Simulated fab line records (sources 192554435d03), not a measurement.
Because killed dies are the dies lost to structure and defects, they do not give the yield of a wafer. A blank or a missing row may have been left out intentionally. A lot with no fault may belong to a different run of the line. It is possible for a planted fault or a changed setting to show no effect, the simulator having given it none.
fab line records    flow n5-finfet
record: lots: 7  wafers: 21
route steps=1938 shown SD_EPI_N@292 SD_EPI_P@321 SD_ACTIVATION@330 SDB@349 HKMG_FIN@403 GATE_CUT@469 MOL_CONTACT_COAG@554
start-h: start of the lot's first displayed wafer, in hours after the record's first day    wait-h: hours since the lot's step before    " as in the row above    L1.1+2: a row that stands for several wafers    - no value present, or no start provided    * or withheld: withheld    < > ~ a bound
route shown NAME@n: a module of which the file shows steps, and the number in the route of the first    usual: average and standard deviation across the fault-free wafers    same: alike in all rows    chamber/n: place in a boat    sites: per-site readings    _std_site: how widely they spread, as a standard deviation    _edge_site: the outer-site mean with the inner-site mean subtracted    radius-mm: for every site, how far away it sits from the centre of the wafer    mask NAME#n: copy n    behind: the most recent tool/chamber to have shaped the wafer    hold: why the lot went on hold/how many hours it stayed there/how the hold came to an end    device: names the non-switching transistor (n, p or np)    end of line: tests run on the same wafers once the route is complete    for a step that has no rows: nothing shown but its recipe    killed: dies that structure and defects cost at the first sort, which is not the same as the wafer's yield    map: shows each die of a wafer: x if killed, . if not, _ if none is there
set.NAME: the run value of the setting; set.NAME@STEP: its run value at that earlier step    model.NAME: the simulator's own value behind a step, which no gauge read
lots run with intentionally changed settings; tables by step, rows by wafer
== steps ==
step: N5_SD_EPI_N_PRECLEAN_49
recipe: chemistry: NF3:NH3  afs-cycles: 1  temp-c: 30  time-s: 20  sublimation-temp-c: 180  sublimation-time-s: 60  pressure-torr: 3  rf-power-w: 30
lot.wafer   tool              chamber  start-h  wait-h  set.time-s
L081.2+3+4  remote-plasma-01  1        95.22    0.1     20
L082.1+4+5  remote-plasma-02  1        101.29   0.0     20
L083.1+4+6  remote-plasma-01  1        109.17   0.0     20
L089.2+6    remote-plasma-01  1        145.63   0.1     20
L089.3      "                 1        "        "       17.51
L092.4+6    remote-plasma-02  1        167.55   0.1     20
L092.5      "                 1        "        "       22.48
L093.1+5    remote-plasma-02  1        170.45   0.0     18.22
L093.3      "                 1        "        "       20
L094.2+4+6  remote-plasma-02  0        175.50   0.1     20
step: N5_SD_EPI_N_LINER_46
recipe: material: SiNx  target-thk-a: 30  temp-c: 400  ald-precursor-family: SiH2I2  ald-co-reactant: N2/H2-plasma  pressure-torr: 2
step: N5_SD_EPI_P_EPI_21
recipe: material: SiGe:B  dopant: B  temp-c: 550  pressure-torr: 20  ambient: H2  time-s: 355
step: N5_SD_EPI_P_HM_STRIP_48
recipe: chemistry: H3PO4  temp-c: 160  material: SiNx  target: SiNx  target-depth-a: 30  overetch-fraction: 0.3
lot.wafer  tool          chamber  start-h  wait-h  set.epi-growth-time-s@SD_EPI_N_EPI_21  model.Si-P_of_SD_EPI_N_EPI_21.thk-nm
L081.2     wet-bench-06  2        99.86    0.0     754.6                                  62.4
L081.3     "             3        "        "       690                                    58.2
L081.4     "             0        "        "       754.6                                  62.2
L082.1     wet-bench-01  4        105.81   0.0     690                                    57.8
L082.4     "             1        "        "       690                                    58.4
L082.5     "             2        "        "       690                                    58.2
L083.1     wet-bench-01  6        113.83   0.0     690                                    57.6
L083.4     "             5        "        "       690                                    57.8
L083.6     "             7        "        "       690                                    58.4
L089.2     wet-bench-01  5        150.33   0.0     756.4                                  62.6
L089.3     "             6        "        "       690                                    58
L089.6     "             4        "        "       690                                    59
L092.4     wet-bench-04  3        172.70   0.0     690                                    59.2
L092.5     "             1        "        "       660.5                                  56.8
L092.6     "             4        "        "       690                                    58.8
L093.1     wet-bench-06  3        176.02   0.0     690                                    59.2
L093.3     "             1        "        "       690                                    58.2
L093.5     "             4        "        "       690                                    57.8
L094.2     wet-bench-04  1        179.99   0.0     690                                    58.4
L094.4+6   "             4,0      "        "       690                                    58.2
step: N5_SD_EPI_P_SRD_49
recipe: dry: ipa-marangoni  time-s: 30  temp-c: 23  rinse-liquid: diw
step: N5_SD_EPI_P_PRECLEAN_24
recipe: chemistry: O3/DIW  time-s: 45  temp-c: 22  o3-ppm: 10
step: N5_SD_ACTIVATION_RTA_00
recipe: temp-c: 975  time-s: 0  ambient: N2  idle-temp-c: 600  ramp-up-c-per-s: 150  ramp-down-c-per-s: 60  cool-to-c: 600
step: N5_SD_ACTIVATION_LSA_01
recipe: temp-c: 1080  time-s: 0.0008  ambient: N2
step: N5_SD_ACTIVATION_RS_MEAS_03
recipe: thk-meas-gauge: four-point-probe
usual: RS_SD_N: 21.94/0.29  RS_SD_P: 56.0/0.98
lot.wafer  tool           chamber  start-h  wait-h  set.epi-growth-time-s@SD_EPI_N_EPI_21  RS_SD_N[ohm/sq]  RS_SD_P[ohm/sq]
L081.2     film-metro-01  -        100.45   0.2     754.6                                  20.41            54.0
L081.3     "              -        "        "       690                                    22.10            54.1
L081.4     "              -        "        "       754.6                                  20.47            55.0
L082.1     film-metro-02  -        106.37   0.2     690                                    21.91            57.5
L082.4     "              -        "        "       690                                    21.88            56.9
L082.5     "              -        "        "       690                                    21.99            56.2
L083.1     film-metro-01  -        114.41   0.2     690                                    22.53            55.5
L083.4     "              -        "        "       690                                    22.27            56.1
L083.6     "              -        "        "       690                                    22.20            55.2
L089.2     film-metro-01  -        151.03   0.2     756.4                                  20.46            56.8
L089.3     "              -        "        "       690                                    22.23            57.4
L089.6     "              -        "        "       690                                    21.59            56.2
L092.4     film-metro-02  -        173.34   0.1     690                                    21.75            56.5
L092.5     "              -        "        "       660.5                                  22.51            56.4
L092.6     "              -        "        "       690                                    21.64            56.4
L093.1     film-metro-01  -        176.61   0.2     690                                    21.44            55.5
L093.3     "              -        "        "       690                                    22.11            56.6
L093.5     "              -        "        "       690                                    22.32            56.5
L094.2     film-metro-01  -        180.58   0.2     690                                    21.86            53.1
L094.4     "              -        "        "       690                                    21.75            53.4
L094.6     "              -        "        "       690                                    21.96            54.1
step: N5_SDB_COAT_04
recipe: resist: SiARC  temp-c: 220  time-s: 60  spin-rpm: 1500  resist-thk-nm: 18
lot.wafer   tool            chamber  start-h  wait-h  set.spin-rpm  model.SiARC_of_SDB_COAT_04.thk-nm
L081.2+3    litho-track-02  0        -        -       1500          18
L081.4      "               0        "        "       1422          18.6
L082.1+4+5  litho-track-05  0        -        -       1500          18
L083.1+4+6  litho-track-05  0        -        -       1500          18
L089.2      litho-track-04  0        -        -       1561          17.6
L089.3+6    "               0        "        "       1500          18
L092.4+5    litho-track-05  0        -        -       1500          18
L092.6      "               0        "        "       1332          19.2
L093.1+3+5  litho-track-04  0        -        -       1500          18
L094.2+4    litho-track-05  0        -        -       1500          18
L094.6      "               0        "        "       1612          17.4
step: N5_SDB_COAT_05
recipe: resist: CAR-ArF  spin-rpm: 1500  resist-thk-nm: 90
lot.wafer  tool            chamber  start-h  wait-h  set.spin-rpm  model.CAR-ArF_of_SDB_COAT_05.thk-nm
L081.2+3   litho-track-02  0        -        -       1500          90
L081.4     "               0        "        "       1381          93.8
L082.1+5   litho-track-05  0        -        -       1500          89.8
L082.4     "               0        "        "       1447          91.4
L083.1     litho-track-05  0        -        -       1500          90
L083.4+6   "               0        "        "       1500          89.8
L089.2     litho-track-04  0        -        -       1500          90.2
L089.3     "               0        "        "       1500          89.8
L089.6     "               0        "        "       1655          85.4
L092.4+6   litho-track-05  0        -        -       1500          90
L092.5     "               0        "        "       1500          89.8
L093.1+3   litho-track-04  0        -        -       1500          89.8
L093.5     "               0        "        "       1500          90
L094.2     litho-track-05  0        -        -       1500          90.2
L094.4     "               0        "        "       1500          90.6
L094.6     "               0        "        "       1500          90
step: N5_SDB_EBR_07
recipe: solvent: PGMEA  ebr-width-mm: 1.5
step: N5_SDB_SOFTBAKE_06
recipe: temp-c: 110  time-s: 60  resist: CAR-ArF
step: N5_SDB_EXPOSE_08
recipe: mask-id: SDB  na: 1.35  source-shape: conventional  sigma-outer: 0.5  polarization: unpolarized  dose-mj: 49.6
step: N5_SDB_PEB_09
recipe: peb-temp-c: withheld  peb-time-s: 60  resist: CAR-ArF
step: N5_SDB_DEVELOP_10
recipe: develop-time-s: 30  developer: TMAH  resist: CAR-ArF  rinse-liquid: diw  dry: air-spin  dev-temp-c: 23
lot.wafer  tool            chamber  start-h  wait-h  set.spin-rpm@SDB_COAT_05  model.CAR-ArF_of_SDB_COAT_05.thk-nm
L081.2+3   litho-track-04  0        -        -       1500                      88.2
L081.4     "               0        "        "       1381                      92
L082.1     litho-track-04  0        -        -       1500                      88
L082.4     "               0        "        "       1447                      89.8
L082.5     "               0        "        "       1500                      88.2
L083.1     litho-track-04  0        -        -       1500                      88.2
L083.4+6   "               0        "        "       1500                      88
L089.2     litho-track-04  0        -        -       1500                      88.4
L089.3     "               0        "        "       1500                      88
L089.6     "               0        "        "       1655                      83.8
L092.4+6   litho-track-04  0        -        -       1500                      88.4
L092.5     "               0        "        "       1500                      88.2
L093.1+5   litho-track-04  0        -        -       1500                      88.2
L093.3     "               0        "        "       1500                      88
L094.2+6   litho-track-05  0        -        -       1500                      88.4
L094.4     "               0        "        "       1500                      88.8
step: N5_SDB_DESCUM_16
recipe: chemistry: O2  time-s: 7.9  source-power-w: 50  bias-power-w: 20  pressure-mtorr: 20  rf-frequency-hz: 2.712e+07  temp-c: 40  resist: CAR-ArF  o2-flow-sccm: 225
step: N5_SDB_ETCH_17
recipe: chemistry: CF4  target: SiARC  target-depth-a: 234  mask-material: CAR-ArF  time-s: 39  ion-energy-ev: 80  pressure-mtorr: 40  source-w: 545  bias-w: 36  Ar_flow_sccm: 100  cf4-flow-sccm: 100  ends: cleared
lot.wafer  tool         chamber  start-h  wait-h  set.spin-rpm@SDB_COAT_04  set.spin-rpm@SDB_COAT_05  model.etch.depth-nm  model.CAR-ArF_of_SDB_COAT_05.thk-nm
L081.2     rie-diel-06  3        109.57   0.0     1500                      1500                      18.01                66.6
L081.3     "            2        "        "       1500                      1500                      18.03                66.6
L081.4     "            0        "        "       1422                      1381                      18.53                69.8
L082.1     rie-diel-01  1        114.28   0.0     1500                      1500                      17.91                66.6
L082.4     "            0        "        "       1500                      1447                      17.95                68.2
L082.5     "            0        "        "       1500                      1500                      17.93                66.6
L083.1     rie-diel-06  0        122.13   0.0     1500                      1500                      17.99                66.6
L083.4     "            2        "        "       1500                      1500                      18.03                66.4
L083.6     "            1        "        "       1500                      1500                      17.95                66.6
L089.2     rie-diel-02  0        158.60   0.0     1561                      1500                      17.62                67.2
L089.3     "            1        "        "       1500                      1500                      17.99                66.6
L089.6     "            2        "        "       1500                      1655                      17.98                62.2
L092.4     rie-diel-06  0        180.44   0.0     1500                      1500                      18.02                66.6
L092.5     "            3        "        "       1500                      1500                      18.03                66.4
L092.6     "            2        "        "       1332                      1500                      19.16                65.8
L093.1     rie-diel-06  3        183.72   0.0     1500                      1500                      18.03                66.4
L093.3     "            2        "        "       1500                      1500                      17.99                66.4
L093.5     "            2        "        "       1500                      1500                      18                   66.6
L094.2     rie-diel-01  2        187.84   0.0     1500                      1500                      18.01                66.8
L094.4     "            1        "        "       1500                      1500                      18.04                67.2
L094.6     "            3        "        "       1612                      1500                      17.38                67.4
step: N5_HKMG_FIN_ETCH_55
recipe: chemistry: N2/H2  target: SOC  target-depth-a: 2400  temp-c: 40  time-s: 300  ion-energy-ev: 200  mask-material: SiARC  pressure-mtorr: 30  source-w: 840  bias-w: 150  n2-flow-sccm: 200  h2-flow-sccm: 200
lot.wafer  tool         chamber  start-h  wait-h  set.time-s  model.etch.depth-nm  model.HKMG_FIN.feature-depth-nm
L081.2     rie-diel-06  1        116.18   0.0     235.1       187.7                187.8
L081.3     "            0        "        "       300         238.4                238.4
L081.4     "            0        "        "       235.1       185.2                185.2
L082.1     rie-diel-01  2        121.81   0.0     265.3       212.4                212.4
L082.4     "            2        "        "       265.3       213.3                213.4
L082.5     "            0        "        "       300         229.9                229.8
L083.1     rie-diel-01  1        129.80   0.0     300         236.3                236.2
L083.4     "            0        "        "       300         231.3                231.2
L083.6     "            2        "        "       300         243.5                243.6
L089.2     rie-diel-01  3        164.17   0.0     300         245.5                245.6
L089.3     "            0        "        "       282.9       215.4                215.4
L089.6     "            3        "        "       300         246                  246
L092.4     rie-diel-06  2        186.91   0.0     326.4       260.8                260.8
L092.5     "            3        "        "       326.4       270.5                270.6
L092.6     "            0        "        "       326.4       263.1                263
L093.1     rie-diel-06  1        190.76   0.0     300         235.8                235.8
L093.3     "            2        "        "       300         238.9                239
L093.5     "            3        "        "       300         247.1                247.2
L094.2     rie-diel-06  2        194.85   0.0     300         240.6                240.6
L094.4     "            1        "        "       355.4       284.6                284.6
L094.6     "            3        "        "       300         248.8                248.8
step: N5_HKMG_FIN_ETCH_58
recipe: chemistry: N2/H2  target: SOC  target-depth-a: 2158  ion-energy-ev: 50  bias-w: 13  time-s: 741  pressure-mtorr: 30  source-w: 875  n2-flow-sccm: 200  h2-flow-sccm: 200
usual: rf-vpp-V: 98.9/0.97
lot.wafer  tool         chamber  start-h  wait-h  set.source-w  rf-vpp-V  model.etch.depth-nm  model.SOC_of_HKMG_FIN_COAT_41.thk-nm  model.HKMG_FIN.feature-depth-nm
L081.2     rie-diel-06  1        116.39   0.0     875           98.8      213.6                87.8                                  213.6
L081.3     "            0        "        "       875           96.9      212                  89.2                                  212
L081.4     "            0        "        "       875           98.4      212                  89.6                                  212
L082.1     rie-diel-01  2        122.03   0.0     875           98.5      215.6                86.2                                  215.6
L082.4     "            2        "        "       875           98.8      219.3                82.2                                  219.2
L082.5     "            0        "        "       875           99.9      206.6                95                                    206.6
L083.1     rie-diel-01  1        130.02   0.0     875           98.6      214.7                85                                    214.8
L083.4     "            0        "        "       875           96.6      208                  91.8                                  208
L083.6     "            2        "        "       875           98.7      215.8                85.2                                  215.8
L089.2     rie-diel-01  3        164.38   0.0     875           99.8      223.1                77.4                                  223.2
L089.3     "            0        "        "       875           99.6      208.6                91.4                                  208.6
L089.6     "            3        "        "       875           99.1      221.8                78                                    221.8
L092.4     rie-diel-06  2        187.12   0.0     721.4         106.5     182.1                118.2                                 182
L092.5     "            3        "        "       721.4         106.1     189.3                112.2                                 189.2
L092.6     "            0        "        "       875           98.8      217.1                82.8                                  217
L093.1     rie-diel-06  1        190.97   0.0     875           100.2     213.2                87                                    213.2
L093.3     "            2        "        "       811.9         102.0     204.2                95.4                                  204.2
L093.5     "            3        "        "       811.9         100.4     210.2                90                                    210.2
L094.2     rie-diel-06  2        195.06   0.0     875           99.2      218.4                81.6                                  218.4
L094.4     "            1        "        "       875           98.9      214                  85.4                                  214
L094.6     "            3        "        "       1017          93.7      257.3                41.4                                  257.4
step: N5_GATE_CUT_ETCH_58
recipe: chemistry: CH3F/O2  target: SiNx  target-depth-a: 170  time-s: 128.6  ion-energy-ev: 50  pressure-mtorr: 30  source-w: 415  bias-w: 21  Ar_flow_sccm: 150  CH3F_flow_sccm: 30  O2_flow_sccm: 20
usual: rf-vpp-V: 99.1/0.96
lot.wafer  tool         chamber  start-h  wait-h  set.bias-w  rf-vpp-V
L081.2     rie-diel-05  3        125.20   0.1     22.13       101.9
L081.3     "            2        "        "       21          99.5
L081.4     "            1        "        "       22.13       102.4
L082.1     rie-diel-05  0        130.17   0.0     21          99.1
L082.4     "            1        "        "       21          99.2
L082.5     "            3        "        "       21          99.2
L083.1     rie-diel-05  3        138.41   0.0     21          100.4
L083.4     "            1        "        "       21          99.0
L083.6     "            1        "        "       21          99.5
L089.2     rie-diel-04  0        172.25   0.0     19.31       94.7
L089.3     "            1        "        "       21          99.8
L089.6     "            2        "        "       21          98.5
L092.4     rie-diel-05  0        195.02   0.0     21          99.6
L092.5     "            3        "        "       21          98.6
L092.6     "            2        "        "       23.26       106.4
L093.1     rie-diel-03  3        198.75   0.0     21          99.8
L093.3     "            1        "        "       21          99.5
L093.5     "            1        "        "       21          100.0
L094.2     rie-diel-05  0        203.56   0.1     21          98.7
L094.4     "            1        "        "       21          98.8
L094.6     "            1        "        "       21          98.6
step: N5_GATE_CUT_COAT_27
recipe: resist: underlayer  temp-c: 205  time-s: 60  spin-rpm: 1500  resist-thk-nm: 10
lot.wafer   tool            chamber  start-h  wait-h  set.spin-rpm  model.underlayer_of_GATE_CUT_COAT_27.thk-nm
L081.2+4    litho-track-01  0        -        -       1379          10.4
L081.3      "               0        "        "       1500          10
L082.1+5    litho-track-02  0        -        -       1440          10.2
L082.4      "               0        "        "       1500          10
L083.1+4+6  litho-track-04  0        -        -       1500          10
L089.2      litho-track-04  0        -        -       1500          10
L089.3+6    "               0        "        "       1581          9.8
L092.4      litho-track-02  0        -        -       1386          10.4
L092.5+6    "               0        "        "       1500          10
L093.1+5    litho-track-01  0        -        -       1357          10.6
L093.3      "               0        "        "       1357          10.4
L094.2+4    litho-track-02  0        -        -       1500          10
L094.6      "               0        "        "       1386          10.4
step: N5_GATE_CUT_COAT_07
recipe: resist: CAR-EUV  spin-rpm: 1500  resist-thk-nm: 30
step: N5_GATE_CUT_EBR_09
recipe: solvent: PGMEA  ebr-width-mm: 1.5
step: N5_GATE_CUT_DESCUM_18
recipe: chemistry: O2  time-s: 7  source-power-w: 50  bias-power-w: 20  pressure-mtorr: 20  rf-frequency-hz: 2.712e+07  temp-c: 40  resist: CAR-EUV  o2-flow-sccm: 225
step: N5_GATE_CUT_ETCH_28
recipe: chemistry: N2/H2  target: underlayer  target-depth-a: 130  mask-material: CAR-EUV  time-s: 10.4  ion-energy-ev: 200  pressure-mtorr: 30  source-w: 840  bias-w: 150  n2-flow-sccm: 200  h2-flow-sccm: 200  ends: cleared
lot.wafer  tool         chamber  start-h  wait-h  set.spin-rpm@GATE_CUT_COAT_27  model.CAR-EUV_of_GATE_CUT_COAT_07.thk-nm  model.etch.depth-nm
L081.2     rie-diel-05  2        128.73   0.0     1379                           14                                        10.44
L081.3     "            1        "        "       1500                           14.6                                      10.01
L081.4     "            0        "        "       1379                           14.2                                      10.43
L082.1     rie-diel-05  3        134.21   0.0     1440                           14.6                                      10.18
L082.4     "            0        "        "       1500                           14.8                                      9.955
L082.5     "            2        "        "       1440                           14.4                                      10.16
L083.1     rie-diel-03  1        141.82   0.0     1500                           14.6                                      9.995
L083.4     "            3        "        "       1500                           14.6                                      10.01
L083.6     "            0        "        "       1500                           14.6                                      10.03
L089.2     rie-diel-03  0        176.48   0.0     1500                           14.6                                      10.01
L089.3     "            1        "        "       1581                           15                                        9.733
L089.6     "            1        "        "       1581                           15                                        9.746
L092.4     rie-diel-05  1        198.43   0.0     1386                           14.2                                      10.44
L092.5     "            0        "        "       1500                           14.6                                      10.03
L092.6     "            3        "        "       1500                           14.6                                      10.02
L093.1     rie-diel-05  3        202.22   0.0     1357                           14                                        10.53
L093.3     "            0        "        "       1357                           14.2                                      10.48
L093.5     "            0        "        "       1357                           14                                        10.51
L094.2     rie-diel-03  1        207.11   0.0     1500                           14.8                                      9.974
L094.4     "            0        "        "       1500                           14.6                                      9.97
L094.6     "            1        "        "       1386                           14.2                                      10.39
step: N5_GATE_CUT_ETCH_36
recipe: chemistry: CF4  target: SiARC  target-depth-a: 130  mask-material: CAR-EUV  time-s: 21.7  ion-energy-ev: 80  pressure-mtorr: 40  source-w: 545  bias-w: 36  Ar_flow_sccm: 100  cf4-flow-sccm: 100  ends: cleared
lot.wafer  tool         chamber  start-h  wait-h  set.spin-rpm@GATE_CUT_COAT_27  model.CAR-EUV_of_GATE_CUT_COAT_07.thk-nm
L081.2     rie-diel-05  2        128.75   0.0     1379                           6.2
L081.3     "            1        "        "       1500                           6.8
L081.4     "            0        "        "       1379                           6.4
L082.1     rie-diel-05  3        134.23   0.0     1440                           6.8
L082.4     "            0        "        "       1500                           7.2
L082.5     "            2        "        "       1440                           6.6
L083.1+4   rie-diel-03  1,3      141.84   0.0     1500                           6.8
L083.6     "            0        "        "       1500                           7
L089.2     rie-diel-03  0        176.50   0.0     1500                           7
L089.3+6   "            1        "        "       1581                           7.4
L092.4     rie-diel-05  1        198.45   0.0     1386                           6.6
L092.5+6   "            0,3      "        "       1500                           7
L093.1+5   rie-diel-05  3,0      202.24   0.0     1357                           6.2
L093.3     "            0        "        "       1357                           6.4
L094.2+4   rie-diel-03  1,0      207.13   0.0     1500                           7
L094.6     "            1        "        "       1386                           6.4
step: N5_MOL_CONTACT_COAG_CMP_23
recipe: stop-on: SiO2  t-overpolish-s: 1.5  post-cmp-clean: cu-alkaline  down-force-psi: 2  platen-rpm: 50.289  pad-velocity-m-s: 1.0006  target-thk-nm: 0
lot.wafer   tool    chamber  start-h  wait-h  set.down-force-psi  model.SiNx_of_GATE_CUT_SAC_CAP_01.thk-nm
L081.4      cmp-04  3        138.81   0.0     2                   18
L081.3+2    "       0,1      "        "       1.761               18.4
L082.1      cmp-01  3        144.44   0.2     2                   18.4
L082.4      "       0        "        "       2.378               17.8
L082.5      "       2        "        "       2.378               18
L083.4+1+6  cmp-01  3,0,0    151.84   0.0     2                   18.2
L089.2+3+6  cmp-01  3,1,2    186.09   0.1     2                   18.2
L092.4+6    cmp-03  0        207.79   0.0     2                   18.4
L092.5      "       1        "        "       2                   18.2
L093.3+1    cmp-04  0,1      213.21   0.1     2                   18.2
L093.5      "       3        "        "       2                   18
L094.2+4    cmp-03  2,3      217.04   0.1     2                   18.4
L094.6      "       1        "        "       2                   18.2
step: N5_MOL_CONTACT_COAG_ALD_27
recipe: material: SiOC  target-thk-a: 170  temp-c: 400  ald-precursor-family: carbosiloxane  ald-co-reactant: H2-plasma  pulse-time-s: 1.5  time-s: 2720  purge-time-s: 2  co-reactant-purge-time-s: 2  ald-cycles: 340  pressure-torr: 2
step: N5_MOL_CONTACT_COAG_CMP_28
recipe: stop-on: SiNx  t-overpolish-s: 0.85  post-cmp-clean: alkaline-brush  down-force-psi: 4.15  platen-rpm: 51.8  pad-velocity-m-s: 1.0307  target-thk-nm: 14.522
step: N5_MOL_CONTACT_COAG_THK_MEAS_29
recipe: reads: SiNx_of_GATE_CUT_PECVD_57+SiNx_of_GATE_CUT_SAC_CAP_01
usual: MD_CAP_THK: 17.93/0.1
lot.wafer  tool           chamber  start-h  wait-h  set.down-force-psi@MOL_CONTACT_COAG_CMP_23  MD_CAP_THK[nm]
L081.2     film-metro-02  -        142.42   -       1.761                                       18.18
L081.3     "              -        "        "       1.761                                       18.18
L081.4     "              -        "        "       2                                           17.73
L082.1     film-metro-02  -        147.13   -       2                                           18.07
L082.4     "              -        "        "       2.378                                       17.55
L082.5     "              -        "        "       2.378                                       17.63
L083.1     film-metro-02  -        154.52   -       2                                           17.93
L083.4     "              -        "        "       2                                           17.95
L083.6     "              -        "        "       2                                           17.91
L089.2     film-metro-02  -        190.29   -       2                                           17.91
L089.3     "              -        "        "       2                                           17.89
L089.6     "              -        "        "       2                                           17.80
L092.4     film-metro-02  -        210.56   -       2                                           18.05
L092.5     "              -        "        "       2                                           17.79
L092.6     "              -        "        "       2                                           18.10
L093.1     film-metro-02  -        215.85   -       2                                           17.90
L093.3     "              -        "        "       2                                           17.92
L093.5     "              -        "        "       2                                           17.76
L094.2     film-metro-01  -        219.68   -       2                                           18.00
L094.4     "              -        "        "       2                                           17.93
L094.6     "              -        "        "       2                                           17.93
== key ==
split: step: N5_SD_EPI_N_PRECLEAN_49  setting: time-s  stated: 20  by: wafer
response none clear
split: step: N5_SDB_COAT_04  setting: spin-rpm  stated: 1500  by: wafer
response: step: N5_SDB_COAT_04  reading: model.SiARC_of_SDB_COAT_04.thk-nm  change: -0.101  per: 1%  r: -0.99
response: step: N5_SDB_ETCH_17  reading: model.etch.depth-nm  change: -0.0964  per: 1%  r: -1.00
split: step: N5_SDB_COAT_05  setting: spin-rpm  stated: 1500  by: wafer
response: step: N5_SDB_COAT_05  reading: model.CAR-ArF_of_SDB_COAT_05.thk-nm  change: -0.457  per: 1%  r: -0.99
response: step: N5_SDB_DEVELOP_10  reading: model.CAR-ArF_of_SDB_COAT_05.thk-nm  change: -0.448  per: 1%  r: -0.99
response: step: N5_SDB_ETCH_17  reading: model.CAR-ArF_of_SDB_COAT_05.thk-nm  change: -0.437  per: 1%  r: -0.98
split: step: N5_HKMG_FIN_ETCH_55  setting: time-s  stated: 300  by: wafer
response: step: N5_HKMG_FIN_ETCH_55  reading: model.etch.depth-nm  change: +2.29  per: 1%  r: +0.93
response: step: N5_HKMG_FIN_ETCH_55  reading: model.HKMG_FIN.feature-depth-nm  change: +2.28  per: 1%  r: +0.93
split: step: N5_HKMG_FIN_ETCH_58  setting: source-w  stated: 875  by: wafer
response: step: N5_HKMG_FIN_ETCH_58  reading: rf-vpp-V  change: -0.363  per: 1%  r: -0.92
response: step: N5_HKMG_FIN_ETCH_58  reading: model.etch.depth-nm  change: +2.02  per: 1%  r: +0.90
response: step: N5_HKMG_FIN_ETCH_58  reading: model.SOC_of_HKMG_FIN_COAT_41.thk-nm  change: -2.07  per: 1%  r: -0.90
response: step: N5_HKMG_FIN_ETCH_58  reading: model.HKMG_FIN.feature-depth-nm  change: +2.03  per: 1%  r: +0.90
split: step: N5_GATE_CUT_ETCH_58  setting: bias-w  stated: 21  by: wafer
response: step: N5_GATE_CUT_ETCH_58  reading: rf-vpp-V  change: +0.612  per: 1%  r: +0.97
split: step: N5_GATE_CUT_COAT_27  setting: spin-rpm  stated: 1500  by: wafer
response: step: N5_GATE_CUT_COAT_27  reading: model.underlayer_of_GATE_CUT_COAT_27.thk-nm  change: -0.0496  per: 1%  r: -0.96
response: step: N5_GATE_CUT_ETCH_28  reading: model.CAR-EUV_of_GATE_CUT_COAT_07.thk-nm  change: +0.063  per: 1%  r: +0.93
response: step: N5_GATE_CUT_ETCH_28  reading: model.etch.depth-nm  change: -0.0539  per: 1%  r: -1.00
response: step: N5_GATE_CUT_ETCH_36  reading: model.CAR-EUV_of_GATE_CUT_COAT_07.thk-nm  change: +0.07  per: 1%  r: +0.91
split: step: N5_MOL_CONTACT_COAG_CMP_23  setting: down-force-psi  stated: 2  by: wafer
response: step: N5_MOL_CONTACT_COAG_CMP_23  reading: model.SiNx_of_GATE_CUT_SAC_CAP_01.thk-nm  change: -0.0285  per: 1%  r: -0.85
response: step: N5_MOL_CONTACT_COAG_THK_MEAS_29  reading: MD_CAP_THK  change: -0.0288  per: 1%  r: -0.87
split outside-this-file step=N5_SD_EPI_N_EPI_21 setting=epi-growth-time-s
split outside-this-file: this setting was split too, and the file shows its column; the key of that split is in another file
